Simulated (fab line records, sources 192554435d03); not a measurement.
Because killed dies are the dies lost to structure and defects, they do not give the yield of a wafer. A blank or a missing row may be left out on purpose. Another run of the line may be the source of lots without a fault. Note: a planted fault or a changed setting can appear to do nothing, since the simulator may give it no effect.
A struck lot beside a sound one -- flow n5Finfet -- 17 out of 1938 route steps
Sound: wafers L840.2, L840.4, L840.6. Struck: wafer L847.5. (L847.2 of the same lot was not struck and is left out.) The cause comes at the end.
Per side, at each step with rows, come the tool, then ch with its chambers, and then its first start. Under that, the readings that differ: sound wafers -- struck wafers -- difference of the means -- sigmas: that difference in standard deviations of wafers without a fault.
alike: words and numbers the same on both sides, and readings whose means are apart by under 2 such deviations; not compared: readings that were withheld, readings missing a value for some wafer, numbers with overlapping values and no deviation given by the record, and bounds like >300 which may hide the same value.
A row with sigmas, a row that says differs or no value, or rows on one side alone: a step with any of these is where the two part. Non-overlapping numbers with no deviation appear without sigmas and do not part them. Lack of a reading on every wafer of one side parts them only where that side has two or more wafers.

N5_FIN_SAQP_THK_MEAS_05:
  sound on filmMetro-01, day 3 03:25; struck on filmMetro-02, day 4 21:24
  alike: thkNm
N5_FIN_SAQP_PECVD_47: deposits a-Si from SiH4/He, target thk 45 nm, time 36.3 s.
  sound on pecvd-02 ch 0,2, day 3 03:28; struck on pecvd-04 ch 2, day 4 21:26
  alike: chamberPressureTorr, heaterPowerW, showerheadPlenumPTorr, throttleValvePct
N5_FIN_SAQP_PECVD_48: deposits SiNx from SiH4/NH3/N2, target thk 25 nm, time 22.1 s.
  sound on pecvd-02 ch 0,2, day 3 03:30; struck on pecvd-04 ch 2, day 4 21:29
  alike: chamberPressureTorr, heaterPowerW, showerheadPlenumPTorr, throttleValvePct
N5_FIN_SAQP_PECVD_06: deposits a-Si from SiH4/He, target thk 60 nm, time 48.1 s.
  sound on pecvd-02 ch 0,2, day 3 03:32; struck on pecvd-04 ch 2, day 4 21:31
  alike: chamberPressureTorr, heaterPowerW, showerheadPlenumPTorr, throttleValvePct
N5_FIN_SAQP_THK_MEAS_07:
  sound on filmMetro-02, day 3 03:38; struck on filmMetro-02, day 4 21:37
  alike: thkNm
N5_FIN_SAQP_HM_DEP_72: deposits SiO2 from SiH4/N2O, target thk 12 nm, time 7.2 s.
  sound on pecvd-04 ch 0,1,2, day 3 03:40; struck on pecvd-02 ch 1, day 4 21:39
  alike: chamberPressureTorr, heaterPowerW, showerheadPlenumPTorr
then, 6 steps without rows for these wafers: N5_FIN_SAQP_COAT_49 (time 60 s, resist thk 100 nm); N5_FIN_SAQP_COAT_50 (time 60 s, resist thk 35 nm); N5_FIN_SAQP_COAT_10 (resist thk 90 nm); N5_FIN_SAQP_EBR_12; N5_FIN_SAQP_SOFTBAKE_11 (time 60 s); N5_FIN_SAQP_EXPOSE_13 (exposes mask FIN CORE, target cd 35.6 nm).
N5_FIN_SAQP_PEB_14: peb time 60 s.
  sound on lithoTrack-03 ch 0, day 3 04:03; struck on lithoTrack-03 ch 0, day 4 21:54
then, 1 step without rows for these wafers: N5_FIN_SAQP_DEVELOP_15 (develop time 30 s).
N5_FIN_SAQP_CD_MEAS_16 targets a cd of 35.6 nm.
  sound on cdSem-03 ch 0, day 3 04:07; struck on cdSem-03 ch 0, day 4 21:58
reading,sound,struck,difference,sigmas
cdNm (nm),35.38 35.41 35.49,34.47,-0.96,-3
N5_FIN_SAQP_OVL_MEAS_17:
  sound on overlay-02 ch 0, day 3 04:09; struck on overlay-01 ch 0, day 4 22:01
  alike: FIN_CORE_OVL
-- record jumps: 6 days separate the struck wafers' starts on either side; left off in module FIN_SAQP, taken up again in module BEOL_M4, whose first shown step is the route's number 1111 --
N5_BEOL_M4_RC_MEAS_101:
  sound on prober-02 ch 0, day 9 06:42; struck on prober-02 ch 0, day 11 00:51
  alike: DIBL_N, DIBL_P, IOFF_N, IOFF_P, ION_N, ION_P, SS_N, SS_P, VT_N, VT_P

## WHERE THEY PART
Only at N5_FIN_SAQP_CD_MEAS_16, within this record. Later steps at which nothing parts them and some readings are alike: N5_FIN_SAQP_OVL_MEAS_17, N5_BEOL_M4_RC_MEAS_101.

WHY: what the simulator had put in
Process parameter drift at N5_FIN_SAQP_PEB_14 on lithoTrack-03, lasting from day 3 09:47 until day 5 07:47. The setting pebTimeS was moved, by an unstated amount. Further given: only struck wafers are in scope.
